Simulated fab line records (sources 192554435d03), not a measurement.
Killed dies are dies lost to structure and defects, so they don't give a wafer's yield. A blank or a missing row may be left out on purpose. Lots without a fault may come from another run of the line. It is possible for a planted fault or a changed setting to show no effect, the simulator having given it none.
A struck lot beside a sound one :: flow n5Finfet :: 25 steps out of a route of 1938
Sound: these wafers, L223.1, L223.2, L223.6. Struck: wafers L230.2, L230.3, L230.5. At the end, the cause is stated.
For every step that has rows: the tool of each side, followed by ch and its chambers, followed by its first start. Under that, the readings that differ: sound wafers :: struck wafers :: difference of the means :: sigmas: that difference in standard deviations of wafers without a fault.
alike: readings whose means differ by less than 2 such deviations, and words and numbers that are the same on both sides. not compared: withheld readings, readings that some wafer has no value for, bounds like >300 that may hide the same value, and numbers for which the record gives no deviation and whose values overlap.
The two part at a step that has a row with sigmas, a row that says differs or no value, or rows on one side only. Numbers that don't overlap but have no deviation are shown without sigmas and don't part them. A reading missing from all wafers of one side parts the sides only when that side holds two or more wafers.

N5_BEOL_M6_THK_MEAS_53: measures by xrf.
  sound on filmMetro-02 at day 9 00:55; struck on filmMetro-01 at day 10 14:51
  alike: M6_THK
then, 2 steps without rows for these wafers: N5_BEOL_M6_PRE_CLEAN_55 (time 15 s); N5_BEOL_M6_DEP_56 (deposits SiCN from 3MS/NH3, target thk 10 nm, time 17.5 s).
N5_BEOL_M6_RS_MEAS_57: uses a four-point probe to measure.
  sound on filmMetro-02 at day 9 01:02; struck on filmMetro-01 at day 10 14:59
  alike: M6_RS
N5_BEOL_M6_INSPECT_58: inspects for defects (darkfield).
  sound on defectInspect-02 at day 9 01:04; struck on defectInspect-02 at day 10 15:01
  alike: rawDefectCount
N5_BEOL_M7_ILD_DEP_00: deposits SiCOH lowk from DEMS/porogen, target thk 179.75 nm, time 33.4 s.
  sound on pecvd-04 ch 1,2, day 9 01:07; struck on pecvd-03 ch 0,1, day 10 15:03
  alike: heaterPowerW, showerheadPlenumPTorr, throttleValvePct
N5_BEOL_M7_CURE_74: cures SiCOH lowk, time 240 s.
  sound on uvCure-03 ch 0, day 9 01:10; struck on uvCure-02 ch 2, day 10 15:11
  alike: lampPowerPct, wafer_temp_C_max
N5_BEOL_M7_THK_MEAS_01:
  sound on filmMetro-01 at day 9 01:41; struck on filmMetro-02 at day 10 15:37
  alike: M7_ILD_THK
then, 1 step without rows for these wafers: N5_BEOL_M7_PECVD_70 (deposits SiO2 from TEOS/O2, target thk 20 nm, time 22.7 s).
N5_BEOL_M7_HM_DEP_02: deposits TiN, target thk 20 nm.
  sound on pvdSputter-01 at day 9 01:50; struck on pvdSputter-02 at day 10 17:08
  alike: throttleValvePct
then, 2 steps without rows for these wafers: N5_BEOL_M7_COAT_59 (time 60 s, resist thk 100 nm); N5_BEOL_M7_COAT_60 (time 60 s, resist thk 35 nm).
N5_BEOL_M7_COAT_05: resist thk 90 nm.
  sound on lithoTrack-01 ch 0, day 9 01:58; struck on lithoTrack-01 ch 0, day 10 17:16
reading: spinSpeedRpm (rpm)
sound: 1499.3 1498.1 1500.0
struck: 1556.7 1554.9 1556.1
difference: +56.8
sigmas: +63

reading: model.CAR-ArF_of_BEOL_M7_COAT_05.thkNm (nm)
sound: 89.6 89.4 89.4
struck: 88.8 88.8 88.6
difference: -0.7
sigmas: 
  alike: exhaustPa
then, 5 steps without rows for these wafers: N5_BEOL_M7_EBR_07; N5_BEOL_M7_SOFTBAKE_06 (time 60 s); N5_BEOL_M7_EXPOSE_08 (exposes mask M7); N5_BEOL_M7_PEB_09 (peb time 60 s); N5_BEOL_M7_DEVELOP_10 (develop time 30 s).
N5_BEOL_M7_CD_MEAS_11 targets a cd of 38.5 nm.
  sound on cdSem-03 ch 0, day 9 02:20; struck on cdSem-03 ch 0, day 10 17:31
  alike: cdNm
N5_BEOL_M7_OVL_MEAS_12:
  sound on overlay-02 ch 0, day 9 02:22; struck on overlay-02 ch 0, day 10 17:32
  alike: M7_OVL
N5_BEOL_M7_INSPECT_13: inspects for defects (brightfield).
  sound on defectInspect-01 at day 9 02:23; struck on defectInspect-01 at day 10 17:34
  alike: rawDefectCount
N5_BEOL_M7_DESCUM_16: chemistry O2, time 7.9 s.
  sound on rieDiel-03 ch 0,1,3, day 9 02:25; struck on rieDiel-05 ch 0,2,3, day 10 17:35
  alike: drypumpMotorCurrentA, oesProductAu, rfVppV, showerheadPlenumPTorr, throttleValvePct
  not compared: rfHoursCounterH
N5_BEOL_M7_ETCH_61: etches SiARC in CF4, target depth 45.5 nm, time 75.8 s.
  sound on rieDiel-03 ch 0,1,3, day 9 02:28; struck on rieDiel-05 ch 0,2,3, day 10 17:38
reading: model.CAR-ArF_of_BEOL_M7_COAT_05.thkNm (nm)
sound: 50.6 50.4 50.2
struck: 49.6 49.8 49.6
difference: -0.7
sigmas: 
  alike: drypumpMotorCurrentA, etchRfOnTimeS, oesProductAu, rfVppV, showerheadPlenumPTorr, throttleValvePct
  not compared: rfHoursCounterH
N5_BEOL_M7_ETCH_62: etches SOC in N2/H2, target depth 110 nm, overetch 22 nm, time 165 s.
  sound on rieDiel-03 ch 0,1,3, day 9 02:31; struck on rieDiel-05 ch 0,2,3, day 10 17:41
  alike: drypumpMotorCurrentA, oesProductAu, rfVppV, showerheadPlenumPTorr, throttleValvePct
  not compared: rfHoursCounterH
N5_PASSIVATION_PROBE_49:
  rows exist in the record for the sound wafers here (prober-01, day 12 16:42), none for the struck ones

== WHERE THEY PART ==
Last at N5_PASSIVATION_PROBE_49 as far as this record goes, first at N5_BEOL_M7_COAT_05.

WHY: whatever the simulator had introduced
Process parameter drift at N5_BEOL_M7_COAT_05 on lithoTrack-01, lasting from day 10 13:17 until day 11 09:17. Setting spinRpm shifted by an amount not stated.
